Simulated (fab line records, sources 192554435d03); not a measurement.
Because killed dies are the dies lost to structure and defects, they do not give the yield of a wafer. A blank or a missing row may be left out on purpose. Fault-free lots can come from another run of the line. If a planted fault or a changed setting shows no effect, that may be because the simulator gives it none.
Chamber matching | flow n5_finfet | 3 sister chambers for N5_BEOL_M5_PECVD_70 on pecvd-01
The step deposits SiO2 from TEOS/O2, target thk 16 nm, time 18 s. 3 wafers are shown with their chamber, then 10 later ones without.

## EACH WAFER AND ITS CHAMBER
wafer  | chamber | showerhead_plenum_p_Torr (Torr)
L082.5 | 0       | 8.86
L087.2 | 2       | 8.69
L087.3 | 1       | 8.70

## WAFERS WITHOUT THEIR CHAMBER
wafer  | showerhead_plenum_p_Torr (Torr)
L087.5 | 8.69
L088.2 | 8.70
L088.4 | 8.67
L088.6 | 8.65
L090.1 | 8.69
L090.2 | 8.67
L090.3 | 8.84
L096.2 | 8.69
L096.3 | 8.83
L096.6 | 8.68

## CHAMBER TAKEN BY EACH
wafer  | from the rows above     | in truth
L087.5 | can't be placed: 2 or 1 | 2
L088.2 | can't be placed: 1 or 2 | 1
L088.4 | can't be placed: 2 or 1 | 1
L088.6 | can't be placed: 2 or 1 | 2
L090.1 | can't be placed: 2 or 1 | 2
L090.2 | can't be placed: 2 or 1 | 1
L090.3 | 0                       | 0
L096.2 | can't be placed: 2 or 1 | 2
L096.3 | 0                       | 0
L096.6 | can't be placed: 2 or 1 | 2
Correctly placed: 2 of 10. Cannot be placed on the basis of these rows: 8; the candidates contain the true chamber in 8. 0 placed wrongly.
How it was worked out, from the rows above alone: a wafer's distance from a chamber is the root of the sum, over the readings, of the square of ((its reading less the chamber's mean) divided by the reading's scatter). The wafer belongs to the nearest chamber; if the next one is less than 2 further off, it can't be placed. For every chamber, the mean is computed from those of its wafers that are shown. The scatter (one wafer shown for each chamber): square how far every hidden wafer sits from the nearest shown wafer, average those squares and take the square root.
